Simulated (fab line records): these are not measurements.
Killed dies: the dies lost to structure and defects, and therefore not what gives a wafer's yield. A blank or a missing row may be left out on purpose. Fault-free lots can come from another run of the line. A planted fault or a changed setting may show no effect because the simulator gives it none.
Matching of chambers / flow n5-finfet / rie-diel-02 running N5_BEOL_M5_ETCH_72: 4 sister chambers
The step etches underlayer in N2/H2, target depth 6.5 nm, time 5.2 s. 14 wafers are shown with their chamber, then 6 later ones without.

== WAFERS, EACH WITH ITS CHAMBER ==
wafer=L723.3; chamber=1; showerhead-plenum-p-Torr (Torr)=2.67; throttle-valve-pct (%)=17.58; etch-rf-on-time-s (s)=4.91
wafer=L723.5; chamber=0; showerhead-plenum-p-Torr (Torr)=2.47; throttle-valve-pct (%)=17.85; etch-rf-on-time-s (s)=5.44
wafer=L723.6; chamber=3; showerhead-plenum-p-Torr (Torr)=2.41; throttle-valve-pct (%)=17.92; etch-rf-on-time-s (s)=5.54
wafer=L727.1; chamber=3; showerhead-plenum-p-Torr (Torr)=2.40; throttle-valve-pct (%)=17.94; etch-rf-on-time-s (s)=5.49
wafer=L727.4; chamber=1; showerhead-plenum-p-Torr (Torr)=2.67; throttle-valve-pct (%)=17.60; etch-rf-on-time-s (s)=4.89
wafer=L727.6; chamber=0; showerhead-plenum-p-Torr (Torr)=2.47; throttle-valve-pct (%)=17.88; etch-rf-on-time-s (s)=5.34
wafer=L736.1; chamber=1; showerhead-plenum-p-Torr (Torr)=2.66; throttle-valve-pct (%)=17.61; etch-rf-on-time-s (s)=4.85
wafer=L736.2; chamber=2; showerhead-plenum-p-Torr (Torr)=2.50; throttle-valve-pct (%)=17.89; etch-rf-on-time-s (s)=4.94
wafer=L736.6; chamber=0; showerhead-plenum-p-Torr (Torr)=2.47; throttle-valve-pct (%)=17.88; etch-rf-on-time-s (s)=5.27
wafer=L735.1; chamber=1; showerhead-plenum-p-Torr (Torr)=2.66; throttle-valve-pct (%)=17.64; etch-rf-on-time-s (s)=4.83
wafer=L735.2; chamber=3; showerhead-plenum-p-Torr (Torr)=2.40; throttle-valve-pct (%)=17.96; etch-rf-on-time-s (s)=5.50
wafer=L735.4; chamber=0; showerhead-plenum-p-Torr (Torr)=2.47; throttle-valve-pct (%)=17.89; etch-rf-on-time-s (s)=5.25
wafer=L737.2; chamber=3; showerhead-plenum-p-Torr (Torr)=2.39; throttle-valve-pct (%)=17.95; etch-rf-on-time-s (s)=5.57
wafer=L737.6; chamber=2; showerhead-plenum-p-Torr (Torr)=2.50; throttle-valve-pct (%)=17.89; etch-rf-on-time-s (s)=4.91

SIGNATURES, as means of the wafers listed above
reading=showerhead-plenum-p-Torr; chamber 0=2.4700; chamber 1=2.6650; chamber 2=2.5000; chamber 3=2.4000; scatter within a chamber=0.00548
reading=throttle-valve-pct; chamber 0=17.8750; chamber 1=17.6075; chamber 2=17.8900; chamber 3=17.9425; scatter within a chamber=0.0191
reading=etch-rf-on-time-s; chamber 0=5.3250; chamber 1=4.8700; chamber 2=4.9250; chamber 3=5.5250; scatter within a chamber=0.0554
Rule: a wafer's distance from a chamber is the root of the sum, over the readings, of the square of ((its reading less the chamber's mean) divided by the reading's scatter). If the next closest chamber is less than 2 further off than the closest, the wafer can't be placed; otherwise it belongs to the closest. How the scatter is found: for the shown wafers, subtract from each reading the mean of its chamber, square and add these, divide the total by (wafers less chambers), then take the root.

== WAFERS WHOSE CHAMBER IS MISSING ==
wafer=L744.2; showerhead-plenum-p-Torr (Torr)=2.49; throttle-valve-pct (%)=17.92; etch-rf-on-time-s (s)=4.97
wafer=L744.3; showerhead-plenum-p-Torr (Torr)=2.65; throttle-valve-pct (%)=17.65; etch-rf-on-time-s (s)=4.88
wafer=L744.4; showerhead-plenum-p-Torr (Torr)=2.39; throttle-valve-pct (%)=17.99; etch-rf-on-time-s (s)=5.66
wafer=L743.2; showerhead-plenum-p-Torr (Torr)=2.65; throttle-valve-pct (%)=17.64; etch-rf-on-time-s (s)=4.88
wafer=L743.4; showerhead-plenum-p-Torr (Torr)=2.46; throttle-valve-pct (%)=17.94; etch-rf-on-time-s (s)=5.30
wafer=L743.5; showerhead-plenum-p-Torr (Torr)=2.49; throttle-valve-pct (%)=17.90; etch-rf-on-time-s (s)=4.92

== WHICH CHAMBER EACH ONE RAN IN ==
wafer=L744.2; from the rows above=2; in truth=2
wafer=L744.3; from the rows above=1; in truth=1
wafer=L744.4; from the rows above=3; in truth=3
wafer=L743.2; from the rows above=1; in truth=1
wafer=L743.4; from the rows above=0; in truth=0
wafer=L743.5; from the rows above=2; in truth=2
Correctly placed: 6 of 6. From these rows, 0 cannot be placed. Placed wrongly: 0.
